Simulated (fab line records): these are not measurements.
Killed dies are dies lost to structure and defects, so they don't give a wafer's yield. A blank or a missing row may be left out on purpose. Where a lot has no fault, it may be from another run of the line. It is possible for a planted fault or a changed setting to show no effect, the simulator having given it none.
fab line records | flow n5_finfet
[record] lots = 9 | wafers = 27 | last_day = 18
route steps=1938 shown BEOL_M4@1111 BEOL_M15@1793 MIM_TOP@1835 MIM_TOP_ETCH@1851 PASSIVATION@1929
lots that met no fault: taken from a fault-free run of the same line
start_h: hours from the record's opening day to when the first of the lot's shown wafers began | wait_h: hours elapsed since this lot's preceding step | " the same as in the row above | L1.1+2: one row covering several wafers at once | - no value present, or no start provided | * or withheld: withheld | < > ~ a bound
route shown NAME@n: names a module that has steps shown in the file, with the first one's number in the route | usual: mean/standard deviation taken from wafers without a fault | same: alike in all rows | chamber/n: place in a boat | sites: per-site readings | _std_site: how widely they spread, as a standard deviation | _edge_site: the outer-site mean with the inner-site mean subtracted | radius_mm: how far each site lies from the wafer's centre | mask NAME#n: copy n | behind: the tool/chamber that last shaped the wafer | hold: cause of the lot's hold/its duration in hours/its outcome | device: names the non-switching transistor (n, p or np) | end of line: at the end of the route, the tests of the same wafers | a step without rows: its recipe alone | killed: dies lost to structure and defects at the first sort, not the wafer's yield | map: dies across one wafer; x = killed, . = not, _ = none there
set.NAME: the setting as run; set.NAME@STEP: as run at that earlier step | model.NAME: the simulator's own value behind a step, which no gauge read
route steps across a sampled set of lots; one table per step, one row per wafer
services: a tool's chamber out of use, with start hour (start_h, from the record's first day; less than 0 if before it), hours out, and reason
[[steps]]
[step N5_BEOL_M4_RC_MEAS_101]
[usual] DIBL_N = 36.3/2 | DIBL_P = 36.3/2.4 | IOFF_N = 0.16/0.034 | IOFF_P = 0.21/0.035 | ION_N = 672/12 | ION_P = 459/6.5 | SS_N = 71.6/0.67 | SS_P = 73.3/0.71 | VT_N = 250/3.5 | VT_P = -251/3
lot.wafer | tool      | chamber | start_h | wait_h | DIBL_N[mV/V] | DIBL_P[mV/V] | IOFF_N[nA/um] | IOFF_P[nA/um] | ION_N[uA/um] | ION_P[uA/um] | SS_N[mV/dec] | SS_P[mV/dec] | VT_N[mV] | VT_P[mV]
L459.3    | prober-01 | 0       | 171.06  | 0.3    | 35.5         | 35.7         | 0.15          | 0.20          | 662          | 458          | 71.6         | 73.3         | 250      | -251
L459.4    | "         | 0       | "       | "      | 35.7         | 35.9         | 0.15          | 0.21          | 661          | 459          | 71.4         | 72.8         | 254      | -251
L459.5    | "         | 0       | "       | "      | 34.9         | 34.7         | 0.13          | 0.19          | 655          | 450          | 71.9         | 72.6         | 251      | -251
L461.3    | prober-02 | 0       | 184.97  | 0.3    | 35.0         | 34.4         | 0.14          | 0.18          | 666          | 453          | 71.1         | 73.2         | 249      | -254
L461.4    | "         | 0       | "       | "      | 33.2         | 31.5         | 0.10          | 0.13          | 647          | 440          | 70.8         | 72.8         | 256      | -256
L461.6    | "         | 0       | "       | "      | 33.3         | 32.3         | 0.11          | 0.15          | 650          | 452          | 70.9         | 72.7         | 256      | -253
L462.2    | prober-02 | 0       | 191.15  | 0.2    | 36.8         | 38.7         | 0.17          | 0.20          | 675          | 453          | 71.6         | 73.8         | 250      | -254
L462.4    | "         | 0       | "       | "      | 35.0         | 37.0         | 0.15          | 0.18          | 675          | 458          | 70.9         | 73.1         | 253      | -255
L462.6    | "         | 0       | "       | "      | 36.5         | 38.6         | 0.16          | 0.21          | 675          | 453          | 71.7         | 73.9         | 253      | -252
L464.1    | prober-01 | 0       | 200.49  | 0.0    | 34.8         | 35.7         | 0.14          | 0.19          | 674          | 460          | 71.6         | 72.7         | 251      | -250
L464.3    | "         | 0       | "       | "      | 36.4         | 37.8         | 0.16          | 0.22          | 675          | 467          | 71.6         | 73.9         | 249      | -249
L464.6    | "         | 0       | "       | "      | 36.4         | 36.9         | 0.17          | 0.21          | 680          | 458          | 70.6         | 73.1         | 247      | -251
L478.1    | prober-02 | 0       | 296.20  | 0.0    | 36.1         | 35.6         | 0.18          | 0.19          | 695          | 465          | 71.7         | 73.0         | 246      | -253
L478.4    | "         | 0       | "       | "      | 35.3         | 35.6         | 0.17          | 0.19          | 681          | 459          | 71.2         | 72.9         | 247      | -252
L478.6    | "         | 0       | "       | "      | 33.6         | 32.8         | 0.13          | 0.15          | 672          | 451          | 71.2         | 72.8         | 252      | -256
L474.1    | prober-02 | 0       | 302.96  | 0.0    | 36.1         | 37.3         | 0.15          | 0.22          | 661          | 462          | 71.3         | 73.1         | 249      | -248
L474.3    | "         | 0       | "       | "      | 36.9         | 37.7         | 0.16          | 0.22          | 669          | 469          | 70.7         | 72.8         | 249      | -245
L474.5    | "         | 0       | "       | "      | 36.7         | 38.0         | 0.16          | 0.22          | 684          | 474          | 72.0         | 73.5         | 249      | -248
L480.2    | prober-02 | 0       | 313.77  | 0.2    | 36.8         | 36.2         | 0.16          | 0.20          | 676          | 458          | 71.6         | 74.0         | 251      | -249
L480.4    | "         | 0       | "       | "      | 33.8         | 32.4         | 0.12          | 0.15          | 666          | 460          | 70.9         | 72.0         | 255      | -256
L480.6    | "         | 0       | "       | "      | 34.3         | 33.0         | 0.13          | 0.16          | 672          | 459          | 70.7         | 72.4         | 253      | -252
L476.3    | prober-02 | 0       | 319.02  | 0.3    | 37.0         | 38.8         | 0.20          | 0.25          | 682          | 462          | 71.8         | 74.3         | 247      | -248
L476.5    | "         | 0       | "       | "      | 34.8         | 34.8         | 0.15          | 0.19          | 666          | 454          | 71.2         | 74.1         | 249      | -252
L476.6    | "         | 0       | "       | "      | 38.7         | 38.5         | 0.24          | 0.24          | 676          | 458          | 72.4         | 74.0         | 244      | -249
L481.1    | prober-01 | 0       | 326.38  | 0.0    | 36.8         | 37.1         | 0.19          | 0.22          | 680          | 459          | 71.8         | 73.0         | 248      | -249
L481.5    | "         | 0       | "       | "      | 37.2         | 37.9         | 0.20          | 0.24          | 679          | 459          | 72.0         | 73.4         | 246      | -248
L481.6    | "         | 0       | "       | "      | 36.1         | 36.1         | 0.18          | 0.21          | 684          | 462          | 72.0         | 72.6         | 245      | -251
[step N5_BEOL_M15_CD_MEAS_17]
[recipe] target_cd_nm = 360 | polarity = opening
[usual] cd_nm = 360.9/1.8
lot.wafer | tool      | chamber | start_h | wait_h | cd_nm
L459.3    | cd_sem-02 | -       | 264.08  | 0.0    | 358.5
L459.4    | "         | -       | "       | "      | 361.4
L459.5    | "         | -       | "       | "      | 359.0
L461.3    | cd_sem-03 | -       | 268.72  | 0.0    | 361.2
L461.4    | "         | -       | "       | "      | 362.4
L461.6    | "         | -       | "       | "      | 360.1
L462.2    | cd_sem-03 | -       | 281.95  | 0.0    | 363.3
L462.4    | "         | -       | "       | "      | 362.4
L462.6    | "         | -       | "       | "      | 360.9
L464.1    | cd_sem-03 | -       | 316.96  | 0.0    | 361.6
L464.3    | "         | -       | "       | "      | 359.4
L464.6    | "         | -       | "       | "      | 358.0
L478.1    | cd_sem-03 | -       | 381.94  | 0.0    | 365.1
L478.4    | "         | -       | "       | "      | 359.5
L478.6    | "         | -       | "       | "      | 360.2
L474.1    | cd_sem-01 | -       | 386.94  | 0.0    | 363.6
L474.3    | "         | -       | "       | "      | 362.2
L474.5    | "         | -       | "       | "      | 364.2
L480.2    | cd_sem-03 | -       | 397.05  | 0.0    | 363.8
L480.4    | "         | -       | "       | "      | 360.5
L480.6    | "         | -       | "       | "      | 359.4
L476.3    | cd_sem-01 | -       | 400.95  | 0.0    | 362.0
L476.5    | "         | -       | "       | "      | 362.2
L476.6    | "         | -       | "       | "      | 362.0
L481.1    | cd_sem-03 | -       | 411.95  | 0.0    | 360.1
L481.5    | "         | -       | "       | "      | 360.4
L481.6    | "         | -       | "       | "      | 359.2
[step N5_MIM_TOP_ALD_01]
[recipe] material = HfO2 | target_thk_a = 56 | temp_c = withheld | ald_precursor_family = Hf-amide | ald_co_reactant = O3 | pulse_time_s = 1 | purge_time_s = 3 | co_reactant_purge_time_s = 2 | co_reactant_pulse_time_s = 3 | ald_cycles = 62
[usual] precursor_pulse_height_rel = 1.001/0.022
[same] ald_cycles = 62
lot.wafer | tool      | chamber | start_h | wait_h | precursor_pulse_height_rel
L459.3    | ald_hk-03 | 1       | -       | -      | 0.977
L459.4    | "         | 3       | "       | "      | 1.021
L459.5    | "         | 2       | "       | "      | 1.010
L461.3    | ald_hk-02 | 2       | -       | -      | 0.980
L461.4    | "         | 1       | "       | "      | 1.006
L461.6    | "         | 0       | "       | "      | 0.999
L462.2    | ald_hk-03 | 3       | -       | -      | 0.998
L462.4    | "         | 0       | "       | "      | 0.966
L462.6    | "         | 3       | "       | "      | 1.022
L464.1    | ald_hk-03 | 3       | -       | -      | 0.997
L464.3    | "         | 2       | "       | "      | 1.037
L464.6    | "         | 0       | "       | "      | 1.022
L478.1    | ald_hk-02 | 1       | -       | -      | 0.985
L478.4    | "         | 0       | "       | "      | 0.987
L478.6    | "         | 2       | "       | "      | 0.991
L474.1    | ald_hk-02 | 0       | -       | -      | 1.021
L474.3    | "         | 3       | "       | "      | 1.022
L474.5    | "         | 0       | "       | "      | 1.032
L480.2    | ald_hk-02 | 0       | -       | -      | 0.990
L480.4    | "         | 3       | "       | "      | 1.024
L480.6    | "         | 1       | "       | "      | 0.959
L476.3    | ald_hk-03 | 2       | -       | -      | 1.036
L476.5    | "         | 2       | "       | "      | 1.043
L476.6    | "         | 1       | "       | "      | 0.979
L481.1    | ald_hk-02 | 0       | -       | -      | 0.956
L481.5    | "         | 3       | "       | "      | 0.998
L481.6    | "         | 0       | "       | "      | 0.986
[step N5_MIM_TOP_ETCH_ETCH_00]
[recipe] chemistry = Cl2/BCl3 | target = TiN | target_depth_a = 385 | ion_energy_ev = 150 | pressure_mtorr = 10 | icp_w = 1000 | bias_w = 126 | Cl2_flow_sccm = 53.25 | bcl3_flow_sccm = 21.75 | Ar_flow_sccm = 25
[usual] drypump_motor_current_A = 5.6/0.61 | mfc_ar_sccm = 25.01/0.082 | oes_product_au = 0.81/0.089 | rf_fwd_power_W = 994/3.1 | throttle_valve_pct = 22.69/0.14
lot.wafer | tool         | chamber | start_h | wait_h | drypump_motor_current_A | mfc_ar_sccm | oes_product_au | rf_fwd_power_W | rf_hours_counter_h | throttle_valve_pct
L459.3    | rie_metal-03 | 1       | 271.96  | 0.1    | 5.7                     | 24.95       | 0.73           | 995            | -                  | 22.63
L459.4    | "            | 0       | "       | "      | 6.4                     | 24.84       | 0.82           | 1001           | -                  | 22.69
L459.5    | "            | 1       | "       | "      | 5.7                     | 25.01       | 0.74           | 998            | -                  | 22.63
L461.3    | rie_metal-02 | 1       | 276.09  | 0.1    | 6.1                     | 25.03       | 0.71           | 997            | -                  | 22.88
L461.4    | "            | 1       | "       | "      | 6.1                     | 25.05       | 0.72           | 999            | -                  | 22.88
L461.6    | "            | 1       | "       | "      | 6.1                     | 24.98       | 0.71           | 999            | -                  | 22.86
L462.2    | rie_metal-01 | 1       | 289.08  | 0.1    | 5.9                     | 25.00       | 0.84           | 993            | 16                 | 22.51
L462.4    | "            | 0       | "       | "      | 4.6                     | 25.10       | 0.89           | 989            | -                  | 22.54
L462.6    | "            | 1       | "       | "      | 5.9                     | 25.11       | 0.85           | 989            | -                  | 22.53
L464.1    | rie_metal-01 | 0       | 325.82  | 0.1    | 4.6                     | 25.05       | 0.87           | 992            | 22                 | 22.55
L464.3    | "            | 1       | "       | "      | 5.9                     | 24.91       | 0.84           | 994            | -                  | 22.53
L464.6    | "            | 1       | "       | "      | 5.9                     | 25.04       | 0.84           | 995            | -                  | 22.54
L478.1    | rie_metal-01 | 0       | 394.56  | 0.1    | 4.6                     | 24.99       | 0.87           | 999            | 25                 | 22.54
L478.4    | "            | 0       | "       | "      | 4.6                     | 25.02       | 0.87           | 1002           | -                  | 22.55
L478.6    | "            | 0       | "       | "      | 4.6                     | 24.90       | 0.86           | 998            | -                  | 22.56
L474.1    | rie_metal-02 | 1       | 399.35  | 0.1    | 6.1                     | 25.03       | 0.68           | 997            | 96                 | 22.90
L474.3    | "            | 0       | "       | "      | 5.3                     | 24.92       | 0.89           | 995            | -                  | 22.79
L474.5    | "            | 1       | "       | "      | 6.1                     | 25.07       | 0.67           | 991            | -                  | 22.90
L480.2    | rie_metal-01 | 0       | 408.82  | 0.1    | 4.6                     | 24.92       | 0.86           | 993            | 27                 | 22.57
L480.4    | "            | 0       | "       | "      | 4.6                     | 24.91       | 0.86           | 995            | -                  | 22.57
L480.6    | "            | 1       | "       | "      | 5.9                     | 25.09       | 0.82           | 994            | -                  | 22.55
L476.3    | rie_metal-02 | 1       | 414.49  | 0.1    | 6.1                     | 25.02       | 0.68           | 992            | -                  | 22.92
L476.5    | "            | 1       | "       | "      | 6.0                     | 25.03       | 0.68           | 993            | -                  | 22.90
L476.6    | "            | 0       | "       | "      | 5.3                     | 24.85       | 0.89           | 997            | -                  | 22.79
L481.1    | rie_metal-01 | 0       | 421.97  | 0.1    | 4.6                     | 24.99       | 0.85           | 994            | 29                 | 22.57
L481.5    | "            | 0       | "       | "      | 4.7                     | 25.02       | 0.85           | 993            | -                  | 22.57
L481.6    | "            | 1       | "       | "      | 5.9                     | 24.88       | 0.81           | 995            | -                  | 22.55
[step N5_PASSIVATION_PASS_ETCH_47]
[recipe] chemistry = CF4/O2 | target = SiNx | target_depth_a = 7700 | time_s = 385 | ion_energy_ev = 100 | pressure_mtorr = 40 | source_w = 535 | bias_w = 49 | Ar_flow_sccm = 100 | cf4_flow_sccm = 100 | O2_flow_sccm = 10
[usual] cf4_flow_sccm = 99.98/0.29 | drypump_motor_current_A = 5.8/0.56 | mfc_ar_sccm = 100.0/0.34 | oes_product_au = 0.79/0.09 | rf_fwd_power_W = 534.2/1.6 | rf_vpp_V = 244/4.4 | showerhead_plenum_p_Torr = 2.21/0.073 | throttle_valve_pct = 15.89/0.22
lot.wafer | tool        | chamber | start_h | wait_h | cf4_flow_sccm | drypump_motor_current_A | mfc_ar_sccm | oes_product_au | rf_fwd_power_W | rf_hours_counter_h | rf_vpp_V | showerhead_plenum_p_Torr | throttle_valve_pct
L459.3    | rie_diel-06 | 0       | 278.57  | 0.0    | 99.61         | 5.7                     | 99.7        | 0.68           | 534.2          | 247                | 233      | 2.07                     | 16.19
L459.4    | "           | 3       | "       | "      | 100.02        | 5.0                     | 100.2       | 0.70           | 533.0          | 208                | 241      | 2.11                     | 15.62
L459.5    | "           | 2       | "       | "      | 100.15        | 4.9                     | 100.7       | 0.66           | 533.9          | -                  | 243      | 2.26                     | 16.39
L461.3    | rie_diel-02 | 1       | 281.99  | 0.0    | 99.84         | 6.7                     | 99.4        | 0.78           | 534.7          | 116                | 237      | 2.31                     | 15.69
L461.4    | "           | 0       | "       | "      | 100.08        | 5.7                     | 100.2       | 0.75           | 534.8          | 183                | 249      | 2.19                     | 15.99
L461.6    | "           | 1       | "       | "      | 100.00        | 6.7                     | 99.4        | 0.79           | 537.1          | -                  | 236      | 2.31                     | 15.69
L462.2    | rie_diel-05 | 0       | 297.85  | 0.0    | 100.07        | 6.4                     | 99.1        | 0.79           | 536.2          | 135                | 246      | 2.22                     | 15.96
L462.4    | "           | 1       | "       | "      | 100.07        | 6.6                     | 99.4        | 0.74           | 534.2          | 153                | 247      | 2.21                     | 15.60
L462.6    | "           | 1       | "       | "      | 100.20        | 6.7                     | 99.7        | 0.74           | 535.2          | -                  | 245      | 2.21                     | 15.58
L464.1    | rie_diel-06 | 3       | 333.39  | 0.0    | 99.76         | 5.0                     | 100.5       | 0.69           | 535.6          | 228                | 243      | 2.10                     | 15.66
L464.3    | "           | 0       | "       | "      | 99.97         | 5.8                     | 99.9        | 0.92           | 533.1          | 11                 | 238      | 2.33                     | 15.77
L464.6    | "           | 1       | "       | "      | 100.01        | 5.5                     | 100.0       | 0.68           | 535.4          | -                  | 249      | 2.09                     | 16.38
L478.1    | rie_diel-05 | 2       | 401.50  | 0.0    | 100.25        | 6.3                     | 100.2       | 0.93           | 535.1          | 12                 | 239      | 2.18                     | 15.85
L478.4    | "           | 3       | "       | "      | 100.19        | 5.4                     | 99.6        | 0.77           | 536.7          | 123                | 245      | 2.13                     | 15.81
L478.6    | "           | 3       | "       | "      | 100.06        | 5.5                     | 99.3        | 0.78           | 533.0          | -                  | 244      | 2.13                     | 15.82
L474.1    | rie_diel-06 | 2       | 406.82  | 0.0    | 99.41         | 4.9                     | 99.8        | 0.85           | 407.9          | 31                 | 284      | 2.25                     | 15.91
L474.3    | "           | 3       | "       | "      | 100.05        | 5.0                     | 100.1       | 0.92           | 406.5          | 0                  | 284      | 2.35                     | 15.22
L474.5    | "           | 3       | "       | "      | 100.75        | 5.0                     | 100.1       | 0.92           | 405.6          | -                  | 284      | 2.35                     | 15.24
L480.2    | rie_diel-05 | 0       | 416.90  | 0.0    | 99.69         | 6.4                     | 100.4       | 0.75           | 537.2          | 177                | 248      | 2.20                     | 16.04
L480.4    | "           | 2       | "       | "      | 99.52         | 6.3                     | 100.2       | 0.92           | 532.2          | 18                 | 241      | 2.18                     | 15.87
L480.6    | "           | 3       | "       | "      | 100.03        | 5.5                     | 100.0       | 0.76           | 534.4          | -                  | 243      | 2.12                     | 15.80
L476.3    | rie_diel-06 | 0       | 422.50  | 0.0    | 99.67         | 5.8                     | 100.0       | 0.81           | 403.2          | 47                 | 275      | 2.31                     | 15.82
L476.5    | "           | 1       | "       | "      | 100.37        | 5.5                     | 99.9        | 0.88           | 408.5          | -                  | 293      | 2.34                     | 15.92
L476.6    | "           | 2       | "       | "      | 100.24        | 4.9                     | 100.3       | 0.83           | 407.1          | -                  | 284      | 2.24                     | 15.92
L481.1    | rie_diel-05 | 2       | 431.62  | 0.0    | 100.39        | 6.3                     | 100.0       | 0.90           | 533.6          | 23                 | 240      | 2.18                     | 15.89
L481.5    | "           | 3       | "       | "      | 99.99         | 5.4                     | 99.4        | 0.76           | 529.3          | -                  | 244      | 2.12                     | 15.84
L481.6    | "           | 2       | "       | "      | 100.12        | 6.3                     | 100.3       | 0.90           | 532.0          | -                  | 241      | 2.18                     | 15.89
[step N5_PASSIVATION_PROBE_49]
[usual] defect_limited_yield = 91.4/1.5 | killed_at_M0_to_M3 = 33/11 | killed_at_M4_up = 14/5.3 | killed_at_contacts = 13/6.2 | killed_at_front_end = 39/13 | killed_at_other = 3.1/2.8 | killed_dies = 102/17 | killed_on_rim = 13/3.8 | killed_open = 68/13 | killed_short = 32/7.8 | sort_bin_5_function = 5.1/0.95 | sort_bin_6_memory = 3.2/0.7 | sort_bin_8_speed = 0.02/0.16 | sort_n_pass = 1078/18 | sort_yield_pct = 91.3/1.5
[same] gross_dies = 1180 | killed_at_back_side = 0 | sort_bin_4_leakage[%] = 0
lot.wafer | tool      | chamber | start_h | wait_h | defect_limited_yield[%] | killed_at_M0_to_M3 | killed_at_M4_up | killed_at_contacts | killed_at_front_end | killed_at_other | killed_dies | killed_on_rim | killed_open | killed_short | sort_bin_5_function[%] | sort_bin_6_memory[%] | sort_bin_8_speed[%] | sort_n_pass | sort_yield_pct[%]
L474.1    | prober-01 | -       | 409.83  | 0.0    | 0                       | 26                 | 17              | 19                 | 34                  | 1084            | 1180        | 152           | 70          | 31           | 96.5                   | 3.4                  | 0                   | 0           | 0
L474.3    | prober-01 | -       | 409.93  | 0.1    | 0.1                     | 40                 | 8               | 23                 | 17                  | 1091            | 1179        | 152           | 67          | 23           | 96.9                   | 2.9                  | 0                   | 1           | 0.1
L474.5    | prober-01 | -       | 410.03  | 0.2    | 0                       | 33                 | 16              | 16                 | 25                  | 1090            | 1180        | 152           | 58          | 35           | 96.0                   | 3.4                  | 0                   | 0           | 0
L476.3    | prober-02 | -       | 425.66  | 0.1    | 0.7                     | 38                 | 14              | 8                  | 26                  | 1086            | 1172        | 146           | 53          | 33           | 97.2                   | 1.9                  | 0                   | 8           | 0.7
L476.5    | prober-02 | -       | 425.76  | 0.2    | 3.7                     | 56                 | 11              | 15                 | 37                  | 1017            | 1136        | 129           | 80          | 47           | 91.3                   | 4.4                  | 0                   | 44          | 3.7
L476.6    | prober-02 | -       | 425.81  | 0.3    | 0                       | 38                 | 11              | 11                 | 31                  | 1089            | 1180        | 152           | 52          | 35           | 96.9                   | 2.9                  | 0                   | 0           | 0
// killed by level:class
L474.1 PASSIVATION:area_etch=1079 MOL_CONTACT_COAG:geometric_particle:open=18 BEOL_M4:geometric_particle:open=10 STI_FIN_REVEAL:geometric_particle:open=8 BEOL_M2:geometric_particle:open=7 BEOL_M0_SAQP:geometric_particle:short=6 FIN_SAQP:geometric_particle:open=5 FIN_SAQP:geometric_particle:short=5
L474.3 PASSIVATION:area_etch=1089 MOL_CONTACT_COAG:geometric_particle:open=19 BEOL_M1:geometric_particle:open=10 BEOL_M0_SAQP:geometric_particle:open=9 BEOL_M2:geometric_particle:open=6 BEOL_M3:geometric_particle:open=5 MOL_CONTACT_COAG:geometric_particle:short=4 BEOL_M3:geometric_particle:short=4
L474.5 PASSIVATION:area_etch=1087 MOL_CONTACT_COAG:geometric_particle:open=12 BEOL_M0_SAQP:geometric_particle:short=11 STI_FIN_REVEAL:geometric_particle:open=6 BEOL_M8:geometric_particle:open=6 BEOL_M0_SAQP:geometric_particle:open=5 BEOL_M3:geometric_particle:open=5 FIN_SAQP:geometric_particle:open=4
L476.3 PASSIVATION:area_etch=1084 BEOL_M0_SAQP:geometric_particle:open=15 BEOL_M4:geometric_particle:open=10 BEOL_M0_SAQP:geometric_particle:short=8 MOL_CONTACT_COAG:geometric_particle:open=5 FIN_SAQP:geometric_particle:short=4 BEOL_M2:geometric_particle:short=4 FIN_SAQP:geometric_particle:open=3
L476.5 PASSIVATION:area_etch=1008 BEOL_M0_SAQP:geometric_particle:short=18 BEOL_M0_SAQP:geometric_particle:open=17 MOL_CONTACT_COAG:geometric_particle:open=13 BEOL_M4:geometric_particle:open=7 PASS1_DEP:geometric_particle:short=7 GATE_CUT:geometric_particle:open=6 BEOL_M2:geometric_particle:open=6
L476.6 PASSIVATION:area_etch=1087 BEOL_M0_SAQP:geometric_particle:open=11 MOL_CONTACT_COAG:geometric_particle:open=11 BEOL_M0_SAQP:geometric_particle:short=9 BEOL_M4:geometric_particle:open=7 STARTING-WAFER:geometric_particle:short=6 BEOL_M3:geometric_particle:short=5 FIN_SAQP:geometric_particle:short=4
[[services]]
tool         | chamber | start_h | hours | kind
rie_metal-02 | -       | 246.99  | 1.4   | pm
rie_diel-05  | -       | 260.09  | 1.4   | repair
rie_metal-02 | 0       | 284.74  | 9.4   | repair
ald_hk-02    | -       | 287.45  | 14.6  | repair
rie_diel-06  | 0       | 287.51  | -     | clean
rie_diel-06  | 0       | 287.51  | -     | consumable_replace:focus_ring
rie_diel-06  | 0       | 287.51  | -     | consumable_replace:showerhead
rie_diel-06  | 0       | 287.51  | 16.2  | scheduled_down
rie_diel-06  | 0       | 287.51  | 16.2  | vent_cycle
rie_metal-03 | -       | 290.84  | 14.6  | pm
rie_diel-02  | 0       | 294.09  | 10.7  | repair
rie_diel-06  | 2       | 303.85  | -     | clean
rie_diel-06  | 2       | 303.85  | -     | consumable_replace:focus_ring
rie_diel-06  | 2       | 303.85  | 30.6  | scheduled_down
rie_diel-06  | 2       | 303.85  | 30.6  | vent_cycle
rie_diel-06  | 1       | 306.01  | 2.9   | repair
rie_metal-01 | -       | 340.44  | 28.1  | pm
rie_diel-05  | 2       | 344.72  | -     | clean
rie_diel-05  | 2       | 344.72  | -     | consumable_replace:focus_ring
rie_diel-05  | 2       | 344.72  | 15.0  | scheduled_down
rie_metal-03 | -       | 373.47  | 1.4   | pm
rie_metal-01 | 1       | 377.35  | 18.0  | repair
rie_diel-05  | 2       | 387.56  | 4.7   | repair
rie_diel-02  | 0       | 399.87  | 14.4  | repair
[[key]]
[first_sign] step = N5_PASSIVATION_PASS_ETCH_47 | reading = rf_fwd_power_W | direction = down | sigmas = 78 | usual = * | struck = *
[effect] step = N5_PASSIVATION_PASS_ETCH_47 | reading = rf_vpp_V | direction = up | sigmas = 9.1 | usual = 244 | struck = 284
[effect] step = N5_PASSIVATION_PROBE_49 | reading = killed_at_other | direction = up | sigmas = 99+ | usual = 3.1 | struck = 1076.2
[more_kills_born_at] N5_PASSIVATION_PASS_ETCH_47@rie_diel-06 = 6434
met_at N5_PASSIVATION_PASS_ETCH_47
struck_lots L474,L476
later_rows_left_out L474.1,L474.3,L474.5,L476.3,L476.5,L476.6
not_acting_at N5_BEOL_M15_CD_MEAS_17,N5_MIM_TOP_ALD_01,N5_MIM_TOP_ETCH_ETCH_00
onset_between 333.39 406.82
[fault] kind = process_parameter_drift | tool = rie_diel-06 | chamber = - | onset_h = 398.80 | steps = N5_PASSIVATION_PASS_ETCH_47 | channel = source_w | offset = -128.4 | shape = step | end_h = 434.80 | acts_in = these_recipes_only | stated = 535
// later_rows_left_out: the simulator's readings of these wafers behind a module that went badly wrong aren't trusted and aren't shown, but for the sort
